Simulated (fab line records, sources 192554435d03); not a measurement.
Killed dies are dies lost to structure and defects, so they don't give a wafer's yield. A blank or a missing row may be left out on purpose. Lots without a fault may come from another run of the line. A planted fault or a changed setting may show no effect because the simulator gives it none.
fab line records | flow n5_finfet
record lots=7 wafers=19 last_day=18
route steps=1938 shown BEOL_M0_SAQP@641 BEOL_M4@1111 PASSIVATION@1936
lots that met no fault: from a run of the same line without faults
start_h: hours from the record's first day to the start of the lot's first wafer shown | wait_h: hours since the lot's step before | " the same as in the row above | L1.1+2: a row that stands for several wafers | - no value, or no start given | * or withheld: withheld | < > ~ a bound
route shown NAME@n: a module of which the file shows steps, and the number in the route of the first | usual: mean/standard deviation of fault-free wafers | same: alike in all rows | chamber/n: place in a boat | sites: the reading at each site | _std_site: their standard deviation | _edge_site: outer sites' mean less inner sites' | radius_mm: how far each site lies from the wafer's centre | mask NAME#n: copy n | behind: the tool/chamber that last shaped the wafer | hold: why the lot was held/for how many hours/how that ended | device: the transistor (n, p or np) that didn't switch | end of line: the same wafers' tests at the end of the route | a step without rows: its recipe alone | killed: dies lost to structure and defects at the first sort, not the wafer's yield | map: a wafer's dies, x killed, . not, _ none there
set.NAME: the setting as run; set.NAME@STEP: as run at that earlier step | model.NAME: the simulator's own value behind a step, which no gauge read
lots at some steps of the route; a table a step, a row a wafer
services: from which hour (start_h, from the record's first day; less than 0 if before it) a tool's chamber was out of use, for how many hours, and why
## steps
# step N5_BEOL_M0_SAQP_COAT_81
# recipe resist=SOC temp_c=250 time_s=60 spin_rpm=1500 resist_thk_nm=100
# step N5_BEOL_M0_SAQP_COAT_82
# recipe resist=SiARC temp_c=220 time_s=60 spin_rpm=1500 resist_thk_nm=30
# step N5_BEOL_M0_SAQP_COAT_08
# recipe resist=CAR-ArF spin_rpm=1500 resist_thk_nm=90
# step N5_BEOL_M0_SAQP_EBR_10
# recipe solvent=PGMEA ebr_width_mm=1.5
# step N5_BEOL_M0_SAQP_SOFTBAKE_09
# recipe temp_c=110 time_s=60 resist=CAR-ArF
# step N5_BEOL_M0_SAQP_EXPOSE_11
# recipe mask_id=M0_CORE na=1.35 source_shape=dipole sigma_inner=0.538 sigma_outer=0.738 polarization=te target_cd_nm=42 dose_mj=55
# step N5_BEOL_M0_SAQP_PEB_12
# recipe peb_temp_c=withheld peb_time_s=60 resist=CAR-ArF
# step N5_BEOL_M0_SAQP_DEVELOP_13
# recipe develop_time_s=30 developer=TMAH resist=CAR-ArF dev_temp_c=23 rinse_liquid=diw dry=air_spin
# step N5_BEOL_M0_SAQP_CD_MEAS_14
# recipe target_cd_nm=42.5 landing_energy_ev=500 detector=se_inlens
# usual cd_nm=42.6/0.35
# same landing_energy_ev=500
# columns lot.wafer tool chamber start_h wait_h cd_nm
L832.1 cd_sem-01 0 106.62 - 42.2
L832.2 " 0 " " 42.4
L832.6 " 0 " " 42.8
L835.1 cd_sem-01 0 123.93 - 42.8
L835.5 " 0 " " 42.8
L835.6 " 0 " " 42.9
L839.1 cd_sem-02 0 154.95 - 42.7
L839.4 " 0 " " 42.0
L839.6 " 0 " " 42.4
L842.2 cd_sem-03 0 178.33 - 42.1
L842.3 " 0 " " 42.4
L843.2 cd_sem-02 0 182.14 - 43.2
L843.6 " 0 " " 42.7
L851.2 cd_sem-03 0 222.51 - 42.8
L851.4 " 0 " " 42.8
L851.5 " 0 " " 42.7
L855.3 cd_sem-03 0 250.69 - 42.8
L855.4 " 0 " " 42.8
L855.6 " 0 " " 41.8
# step N5_BEOL_M0_SAQP_OVL_MEAS_15
# recipe points_per_wafer=44
# usual M0_CORE_OVL=0.1/0.87
# columns lot.wafer tool chamber start_h wait_h M0_CORE_OVL[nm]
L832.1 overlay-01 0 106.65 0.0 1.1
L832.2 " 0 " " 0.4
L832.6 " 0 " " 0.0
L835.1 overlay-02 0 123.96 0.0 -0.1
L835.5 " 0 " " -0.4
L835.6 " 0 " " 0.7
L839.1 overlay-01 0 154.98 0.0 -0.2
L839.4 " 0 " " -0.6
L839.6 " 0 " " -1.1
L842.2 overlay-01 0 178.36 0.0 -0.1
L842.3 " 0 " " -1.7
L843.2 overlay-01 0 182.17 0.0 0.6
L843.6 " 0 " " 0.1
L851.2 overlay-02 0 222.54 0.0 1.1
L851.4 " 0 " " 0.0
L851.5 " 0 " " -0.5
L855.3 overlay-01 0 250.72 0.0 0.0
L855.4 " 0 " " 0.1
L855.6 " 0 " " 0.9
# step N5_BEOL_M0_SAQP_INSPECT_16
# recipe mode=adi inspect_instrument=brightfield
# usual raw_defect_count=515/140
# columns lot.wafer tool chamber start_h wait_h raw_defect_count
L832.1 defect_inspect-01 - 106.68 0.0 595
L832.2 " - " " 675
L832.6 " - " " 490
L835.1 defect_inspect-01 - 123.99 0.0 685
L835.5 " - " " 402
L835.6 " - " " 596
L839.1 defect_inspect-02 - 155.01 0.0 393
L839.4 " - " " 340
L839.6 " - " " 286
L842.2 defect_inspect-02 - 178.38 0.0 437
L842.3 " - " " 523
L843.2 defect_inspect-02 - 182.19 0.0 787
L843.6 " - " " 605
L851.2 defect_inspect-01 - 222.56 0.0 675
L851.4 " - " " 559
L851.5 " - " " 511
L855.3 defect_inspect-02 - 250.74 0.0 496
L855.4 " - " " 430
L855.6 " - " " 437
# step N5_BEOL_M0_SAQP_DESCUM_19
# recipe chemistry=O2 time_s=7.9 source_power_w=50 bias_power_w=20 pressure_mtorr=20 rf_frequency_hz=2.712e+07 temp_c=40 resist=CAR-ArF o2_flow_sccm=225
# usual drypump_motor_current_A=5.6/0.46 oes_product_au=0.78/0.086 rf_vpp_V=242.8/1.3 showerhead_plenum_p_Torr=2.07/0.062 throttle_valve_pct=20.45/0.27
# columns lot.wafer tool chamber start_h wait_h drypump_motor_current_A oes_product_au rf_hours_counter_h rf_vpp_V showerhead_plenum_p_Torr throttle_valve_pct
L832.1 rie_diel-04 1 106.71 0.0 5.5 0.67 241 245.2 2.16 21.09
L832.2 " 2 " " 4.8 0.98 8 243.3 2.06 20.20
L832.6 " 3 " " 4.9 0.72 - 244.0 2.06 20.40
L835.1 rie_diel-06 2 124.02 0.0 5.6 0.72 184 241.4 2.08 20.36
L835.5 " 2 " " 5.7 0.73 - 243.2 2.08 20.37
L835.6 " 3 " " 5.0 0.70 - 243.4 2.15 20.60
L839.1 rie_diel-06 0 155.08 0.1 6.4 0.81 75 244.4 2.10 20.00
L839.4 " 1 " " 5.8 0.77 152 242.5 2.02 20.78
L839.6 " 3 " " 5.0 1.00 - 243.3 2.15 20.12
L842.2 rie_diel-06 1 178.42 0.0 5.8 0.77 157 242.0 2.02 20.77
L842.3 " 0 " " 6.4 0.80 81 243.5 2.09 20.01
L843.2 rie_diel-06 0 182.36 0.2 6.4 0.79 82 243.2 2.09 20.02
L843.6 " 2 " " 5.7 0.70 - 242.8 2.07 20.40
L851.2 rie_diel-03 0 222.60 0.0 5.7 0.76 145 239.8 1.94 20.63
L851.4 " 1 " " 5.6 0.72 204 243.7 2.08 20.49
L851.5 " 1 " " 5.6 0.72 - 243.7 2.08 20.51
L855.3 rie_diel-04 0 250.77 0.0 6.0 0.77 146 242.9 2.00 20.41
L855.4 " 3 " " 4.9 0.70 216 242.2 2.05 20.45
L855.6 " 2 " " 4.8 0.87 - 241.3 2.04 20.28
# step N5_BEOL_M0_SAQP_ETCH_83
# recipe chemistry=CF4 target=SiARC target_depth_a=390 mask_material=CAR-ArF time_s=65 ion_energy_ev=80 pressure_mtorr=40 source_w=545 bias_w=36 Ar_flow_sccm=100 cf4_flow_sccm=100 ends=cleared
# usual drypump_motor_current_A=5.6/0.46 etch_rf_on_time_s=65.3/1.5 oes_product_au=0.66/0.072 rf_vpp_V=183.9/1.2 showerhead_plenum_p_Torr=2.12/0.061 throttle_valve_pct=15.65/0.27
# columns lot.wafer tool chamber start_h wait_h drypump_motor_current_A etch_rf_on_time_s oes_product_au rf_hours_counter_h rf_vpp_V showerhead_plenum_p_Torr throttle_valve_pct
L832.1 rie_diel-04 1 106.75 0.0 5.5 63.8 0.59 241 185.9 2.20 16.23
L832.2 " 2 " " 4.8 63.7 0.81 8 181.9 2.10 15.30
L832.6 " 3 " " 4.9 62.5 0.63 - 185.4 2.14 15.79
L835.1 rie_diel-06 2 124.06 0.0 5.6 66.1 0.61 184 184.6 2.14 15.68
L835.5 " 2 " " 5.6 65.8 0.60 - 184.4 2.14 15.67
L835.6 " 3 " " 5.0 66.7 0.59 - 184.1 2.18 15.73
L839.1 rie_diel-06 0 155.11 0.0 6.4 66.8 0.68 75 183.4 2.15 15.32
L839.4 " 1 " " 5.8 63.9 0.66 152 181.7 2.07 15.91
L839.6 " 3 " " 5.0 125.5 0.69 - 185.3 2.18 15.22
L842.2 rie_diel-06 1 178.45 0.0 5.8 63.2 0.66 157 182.1 2.07 15.91
L842.3 " 0 " " 6.4 127.4 0.55 81 184.5 2.15 15.31
L843.2 rie_diel-06 0 182.40 0.0 6.4 66.9 0.67 82 183.2 2.15 15.30
L843.6 " 2 " " 5.6 128.9 0.49 - 182.8 2.13 15.71
L851.2 rie_diel-03 0 222.63 0.0 5.7 67.3 0.63 145 183.7 1.98 15.67
L851.4 " 1 " " 5.6 65.6 0.61 204 184.3 2.11 15.55
L851.5 " 1 " " 5.6 65.9 0.60 - 184.1 2.11 15.54
L855.3 rie_diel-04 0 250.81 0.0 6.0 63.7 0.67 146 183.5 2.06 15.70
L855.4 " 3 " " 4.9 62.4 0.61 216 183.0 2.13 15.87
L855.6 " 2 " " 4.8 64.8 0.73 - 183.5 2.09 15.39
# step N5_BEOL_M0_SAQP_ETCH_84
# recipe chemistry=N2/H2 target=SOC target_depth_a=1000 overetch_a=200 mask_material=SiARC temp_c=40 time_s=150 ion_energy_ev=200 pressure_mtorr=30 source_w=840 bias_w=150 n2_flow_sccm=200 h2_flow_sccm=200
# usual drypump_motor_current_A=5.6/0.46 h2_flow_sccm=200.0/0.63 oes_product_au=0.70/0.071 rf_vpp_V=523.1/2.4 showerhead_plenum_p_Torr=2.52/0.076 throttle_valve_pct=17.88/0.25
# columns lot.wafer tool chamber start_h wait_h drypump_motor_current_A h2_flow_sccm oes_product_au rf_hours_counter_h rf_vpp_V showerhead_plenum_p_Torr throttle_valve_pct
L832.1 rie_diel-04 1 106.80 0.0 5.5 200.2 0.62 241 525.8 2.60 18.47
L832.2 " 2 " " 4.8 199.3 0.85 8 522.7 2.50 17.57
L832.6 " 3 " " 4.9 199.6 0.65 - 523.5 2.53 17.91
L835.1 rie_diel-06 2 124.11 0.0 5.7 199.8 0.65 184 523.0 2.51 17.72
L835.5 " 2 " " 5.7 199.3 0.64 - 524.2 2.51 17.72
L835.6 " 3 " " 5.0 198.6 0.63 - 525.2 2.61 17.95
L839.1 rie_diel-06 0 155.16 0.0 6.4 200.8 0.72 75 524.5 2.57 17.61
L839.4 " 1 " " 5.8 200.2 0.69 152 520.4 2.45 18.17
L839.6 " 3 " " 5.1 199.9 0.87 - 524.7 2.61 17.46
L842.2 rie_diel-06 1 178.50 0.0 5.8 201.3 0.69 157 521.7 2.45 18.18
L842.3 " 0 " " 6.4 199.3 0.72 81 524.7 2.57 17.62
L843.2 rie_diel-06 0 182.45 0.0 6.4 200.5 0.72 82 523.5 2.57 17.63
L843.6 " 2 " " 5.6 199.7 0.63 - 523.6 2.50 17.75
L851.2 rie_diel-03 0 222.68 0.0 5.7 200.1 0.67 145 517.6 2.35 18.05
L851.4 " 1 " " 5.6 200.8 0.64 204 523.0 2.53 17.88
L851.5 " 1 " " 5.6 199.3 0.65 - 523.0 2.53 17.91
L855.3 rie_diel-04 0 250.86 0.0 6.0 200.8 0.70 146 521.8 2.45 17.97
L855.4 " 3 " " 4.9 200.4 0.62 216 522.4 2.52 17.98
L855.6 " 2 " " 4.8 199.5 0.77 - 522.1 2.48 17.64
# step N5_BEOL_M4_RC_MEAS_101
# usual DIBL_N=35.9/1.7 DIBL_P=35.8/2.2 IOFF_N=0.15/0.03 IOFF_P=0.21/0.036 ION_N=674/12 ION_P=463/7.2 SS_N=71.3/0.59 SS_P=73.1/0.69 VT_N=250/3 VT_P=-251/3.2
# columns lot.wafer tool chamber start_h wait_h DIBL_N[mV/V] DIBL_P[mV/V] IOFF_N[nA/um] IOFF_P[nA/um] ION_N[uA/um] ION_P[uA/um] SS_N[mV/dec] SS_P[mV/dec] VT_N[mV] VT_P[mV]
L832.1 prober-02 0 160.27 0.0 34.4 34.6 0.13 0.19 672 464 71.2 72.9 251 -253
L832.2 " 0 " " 35.9 36.8 0.15 0.22 674 472 71.2 73.7 251 -249
L832.6 " 0 " " 35.3 36.3 0.14 0.21 672 466 71.1 73.3 248 -252
L835.1 prober-01 0 184.11 0.0 35.1 33.7 0.13 0.19 681 469 71.0 72.8 252 -251
L835.5 " 0 " " 37.1 35.6 0.17 0.21 675 460 70.9 73.4 248 -249
L835.6 " 0 " " 35.3 33.7 0.14 0.19 681 468 70.5 72.7 250 -249
L839.1 prober-02 0 216.42 0.0 39.7 41.3 0.23 0.28 699 477 72.9 74.5 244 -247
L839.4 " 0 " " 39.4 41.2 0.25 0.29 699 473 72.5 74.0 242 -246
L839.6 " 0 " " 38.7 40.3 0.21 0.26 696 473 72.3 73.9 246 -248
L842.2 prober-02 0 240.37 0.2 35.1 35.9 0.12 0.18 649 455 70.6 72.9 255 -253
L842.3 " 0 " " 35.4 36.5 0.14 0.19 674 462 70.5 73.2 249 -254
L843.2 prober-02 0 244.30 0.2 36.2 34.3 0.14 0.19 681 469 70.9 72.4 252 -252
L843.6 " 0 " " 39.5 38.2 0.20 0.26 682 473 72.1 73.6 247 -248
L851.2 prober-01 0 292.35 0.2 34.4 33.1 0.14 0.18 676 460 70.5 72.7 254 -252
L851.4 " 0 " " 34.6 34.8 0.14 0.22 668 462 70.9 73.2 253 -246
L851.5 " 0 " " 35.0 36.0 0.15 0.23 662 458 70.9 73.6 250 -247
L855.3 prober-02 0 315.68 0.3 34.9 34.7 0.12 0.16 678 454 70.8 72.5 255 -255
L855.4 " 0 " " 38.3 39.3 0.18 0.22 681 469 72.2 73.7 249 -251
L855.6 " 0 " " 37.3 36.8 0.15 0.19 678 460 71.2 73.5 252 -253
# step N5_PASSIVATION_PROBE_49
# usual defect_limited_yield=91.0/1.5 killed_at_M0_to_M3=35/12 killed_at_M4_up=15/5.8 killed_at_contacts=14/7.2 killed_at_front_end=40/10 killed_at_other=3/3 killed_dies=106/18 killed_open=68/14 killed_short=35/7.2 sort_bin_5_function=5.2/0.96 sort_bin_6_memory=3.3/0.69 sort_n_pass=1074/18 sort_yield_pct=91.0/1.5
# same gross_dies=1180 killed_at_back_side=0 sort_bin_4_leakage[%]=0 sort_bin_8_speed[%]=0
# columns lot.wafer tool chamber start_h wait_h defect_limited_yield[%] killed_at_M0_to_M3 killed_at_M4_up killed_at_contacts killed_at_front_end killed_at_other killed_dies killed_open killed_short sort_bin_5_function[%] sort_bin_6_memory[%] sort_n_pass sort_yield_pct[%]
L835.1 prober-02 - 281.09 0.0 90.4 61 10 5 35 2 113 74 35 5.5 3.9 1067 90.4
L835.5 prober-02 - 281.29 0.2 88.7 63 14 10 46 0 133 100 31 7.0 3.8 1047 88.7
L835.6 prober-02 - 281.34 0.3 91.5 26 12 9 48 5 100 71 28 5.3 3.1 1080 91.5
L839.1 prober-01 - 315.28 0.0 91.3 24 20 5 52 2 103 70 32 5.7 3.0 1077 91.3
L839.4 prober-01 - 315.43 0.2 91.1 33 13 5 52 2 105 62 39 5.0 3.2 1075 91.1
L839.6 prober-01 - 315.53 0.3 91.1 33 12 6 50 4 105 67 36 5.1 3.5 1075 91.1
L842.2 prober-02 - 336.29 0.1 91.9 18 12 14 52 0 96 52 34 4.7 2.7 1084 91.9
L842.3 prober-02 - 336.34 0.1 92.6 20 3 20 42 2 87 59 27 4.7 2.4 1093 92.6
L843.2 prober-02 - 354.90 0.1 90.3 24 12 27 52 0 115 81 30 5.6 3.7 1065 90.3
L843.6 prober-02 - 355.10 0.3 92.7 24 1 16 44 1 86 58 27 4.2 2.9 1094 92.7
L851.2 prober-02 - 385.80 0.1 90.0 29 21 15 52 1 118 73 44 6.1 3.7 1062 90.0
L851.4 prober-02 - 385.90 0.2 90.9 33 14 14 44 2 107 72 30 5.7 3.0 1073 90.9
L851.5 prober-02 - 385.95 0.2 90.3 18 23 19 52 2 114 71 32 5.8 3.3 1066 90.3
L855.3 prober-02 - 425.06 0.1 88.6 33 12 8 80 1 134 93 37 6.8 4.1 1046 88.6
L855.4 prober-02 - 425.11 0.2 90.8 27 15 16 47 4 109 69 33 5.0 3.8 1071 90.8
L855.6 prober-02 - 425.21 0.3 90.5 32 21 8 47 4 112 72 35 5.1 3.8 1068 90.5
# killed by level:class
L835.1 BEOL_M2:geometric_particle:open=18 BEOL_M0_SAQP:geometric_particle:open=15 BEOL_M0_SAQP:geometric_particle:short=10 STI_FIN_REVEAL:geometric_particle:open=8 BEOL_M3:geometric_particle:open=8 DUMMY_GATE:geometric_particle:open=6 STARTING-WAFER:geometric_particle:short=5 FIN_SAQP:geometric_particle:open=4
L835.5 BEOL_M3:geometric_particle:open=26 BEOL_M2:geometric_particle:open=12 FIN_SAQP:geometric_particle:open=9 MOL_CONTACT_COAG:geometric_particle:open=9 STI_FIN_REVEAL:geometric_particle:open=8 BEOL_M0_SAQP:geometric_particle:short=7 FIN_SAQP:geometric_particle:short=6 BEOL_M1:geometric_particle:open=6
L835.6 FIN_SAQP:geometric_particle:open=14 FIN_SAQP:geometric_particle:short=8 BEOL_M3:geometric_particle:open=8 MOL_CONTACT_COAG:geometric_particle:open=8 STI_FIN_REVEAL:geometric_particle:open=7 DUMMY_GATE:geometric_particle:open=4 BEOL_M0_SAQP:geometric_particle:open=4 BEOL_M0_SAQP:geometric_particle:short=4
L839.1 STI_FIN_REVEAL:geometric_particle:open=20 BEOL_M4:geometric_particle:open=9 FIN_SAQP:geometric_particle:short=6 GATE_CUT:geometric_particle:short=5 MOL_CONTACT_COAG:geometric_particle:open=5 BEOL_M5:geometric_particle:open=5 FIN_SAQP:geometric_particle:open=4 BEOL_M1:geometric_particle:open=4
L839.4 FIN_SAQP:geometric_particle:short=11 FIN_SAQP:geometric_particle:open=9 BEOL_M0_SAQP:geometric_particle:open=8 STI_FIN_REVEAL:geometric_particle:open=7 BEOL_M0_SAQP:geometric_particle:short=7 BEOL_M3:geometric_particle:open=6 STI_FIN_REVEAL:geometric_particle:short=5 MOL_CONTACT_COAG:geometric_particle:open=5
L839.6 STI_FIN_REVEAL:geometric_particle:open=16 BEOL_M0_SAQP:geometric_particle:short=12 BEOL_M0_SAQP:geometric_particle:open=11 FIN_SAQP:geometric_particle:short=8 BEOL_M4:geometric_particle:open=8 FIN_SAQP:geometric_particle:open=6 ILD0:geometric_particle:short=5 MOL_CONTACT_COAG:geometric_particle:open=4
L842.2 FIN_SAQP:geometric_particle:short=15 MOL_CONTACT_COAG:geometric_particle:open=12 FIN_SAQP:geometric_particle:open=8 HKMG_FIN:area_etch=7 ILD0:geometric_particle:short=5 BEOL_M1:geometric_particle:open=4 STARTING-WAFER:geometric_particle:open=4 STI_FIN_REVEAL:geometric_particle:open=3
L842.3 MOL_CONTACT_COAG:geometric_particle:open=17 FIN_SAQP:geometric_particle:open=9 FIN_SAQP:geometric_particle:short=7 DUMMY_GATE:geometric_particle:open=6 STARTING-WAFER:geometric_particle:short=6 ILD0:geometric_particle:open=5 BEOL_M2:geometric_particle:open=4 BEOL_M0_SAQP:geometric_particle:open=4
L843.2 MOL_CONTACT_COAG:geometric_particle:open=24 STI_FIN_REVEAL:geometric_particle:open=17 FIN_SAQP:geometric_particle:open=14 FIN_SAQP:geometric_particle:short=5 STI_FIN_REVEAL:geometric_particle:short=5 BEOL_M0_SAQP:geometric_particle:short=4 BEOL_M0:geometric_particle:open=4 BEOL_M1:geometric_particle:open=4
L843.6 STI_FIN_REVEAL:geometric_particle:open=13 MOL_CONTACT_COAG:geometric_particle:open=13 FIN_SAQP:geometric_particle:open=10 BEOL_M2:geometric_particle:open=10 STI_FIN_REVEAL:geometric_particle:short=8 BEOL_M0_SAQP:geometric_particle:open=4 BEOL_M0_SAQP:geometric_particle:short=4 GATE_CUT:geometric_particle:short=3
L851.2 FIN_SAQP:geometric_particle:open=15 MOL_CONTACT_COAG:geometric_particle:open=12 FIN_SAQP:geometric_particle:short=11 BEOL_M0_SAQP:geometric_particle:short=10 BEOL_M4:geometric_particle:open=8 BEOL_M2:geometric_particle:open=7 GATE_CUT:geometric_particle:short=6 STARTING-WAFER:geometric_particle:short=6
L851.4 FIN_SAQP:geometric_particle:open=15 MOL_CONTACT_COAG:geometric_particle:open=13 FIN_SAQP:geometric_particle:short=11 BEOL_M0_SAQP:geometric_particle:open=10 BEOL_M0_SAQP:geometric_particle:short=9 BEOL_M4:geometric_particle:open=5 BEOL_M2:geometric_particle:open=4 STI_FIN_REVEAL:geometric_particle:open=4
L851.5 MOL_CONTACT_COAG:geometric_particle:open=14 FIN_SAQP:geometric_particle:open=11 FIN_SAQP:geometric_particle:short=9 STI_FIN_REVEAL:geometric_particle:open=9 BEOL_M0_SAQP:geometric_particle:open=7 BEOL_M4:geometric_particle:open=7 BEOL_M5:geometric_particle:open=6 HKMG_FIN:area_etch=6
L855.3 FIN_SAQP:geometric_particle:open=20 STI_FIN_REVEAL:geometric_particle:open=19 FIN_SAQP:geometric_particle:short=14 BEOL_M0_SAQP:geometric_particle:open=11 DUMMY_GATE:geometric_particle:open=8 BEOL_M4:geometric_particle:open=7 MOL_CONTACT_COAG:geometric_particle:open=6 BEOL_M0_SAQP:geometric_particle:short=6
L855.4 MOL_CONTACT_COAG:geometric_particle:open=14 BEOL_M0_SAQP:geometric_particle:open=14 FIN_SAQP:geometric_particle:short=7 DUMMY_GATE:geometric_particle:open=7 BEOL_M0_SAQP:geometric_particle:short=7 FIN_SAQP:geometric_particle:open=6 STI_FIN_REVEAL:geometric_particle:open=6 STI_FIN_REVEAL:geometric_particle:short=4
L855.6 BEOL_M2:geometric_particle:open=13 STI_FIN_REVEAL:geometric_particle:short=8 BEOL_M0_SAQP:geometric_particle:short=7 BEOL_M4:geometric_particle:open=7 FIN_SAQP:geometric_particle:open=6 STI_FIN_REVEAL:geometric_particle:open=6 MOL_CONTACT_COAG:geometric_particle:open=6 BEOL_M0_SAQP:geometric_particle:open=6
## services
# columns tool chamber start_h hours kind
rie_diel-03 1 101.96 13.8 repair
rie_diel-06 3 124.83 - clean
rie_diel-06 3 124.83 - consumable_replace:focus_ring
rie_diel-06 3 124.83 16.8 scheduled_down
rie_diel-06 3 124.83 16.8 vent_cycle
rie_diel-04 3 133.22 25.4 repair
rie_diel-04 - 156.34 0.4 repair
rie_diel-04 1 158.58 - clean
rie_diel-04 1 158.58 - consumable_replace:focus_ring
rie_diel-04 1 158.58 11.0 scheduled_down
rie_diel-04 1 158.58 11.0 vent_cycle
rie_diel-03 0 159.43 22.4 repair
rie_diel-06 - 162.87 1.0 repair
rie_diel-06 1 168.49 4.1 repair
rie_diel-03 0 188.15 20.7 repair
## key
first_sign step=N5_BEOL_M0_SAQP_ETCH_83 reading=etch_rf_on_time_s direction=up sigmas=42 usual=* struck=*
effect none on later readings
met_at N5_BEOL_M0_SAQP_ETCH_83
struck_wafers L839.6,L842.3,L843.6
onset_between 124.06 155.11
fault kind=process_parameter_drift tool=rie_diel-06 chamber=- onset_h=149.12 steps=N5_BEOL_M0_SAQP_ETCH_83 channel=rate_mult offset=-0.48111 shape=step end_h=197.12 scope=struck_wafers_only
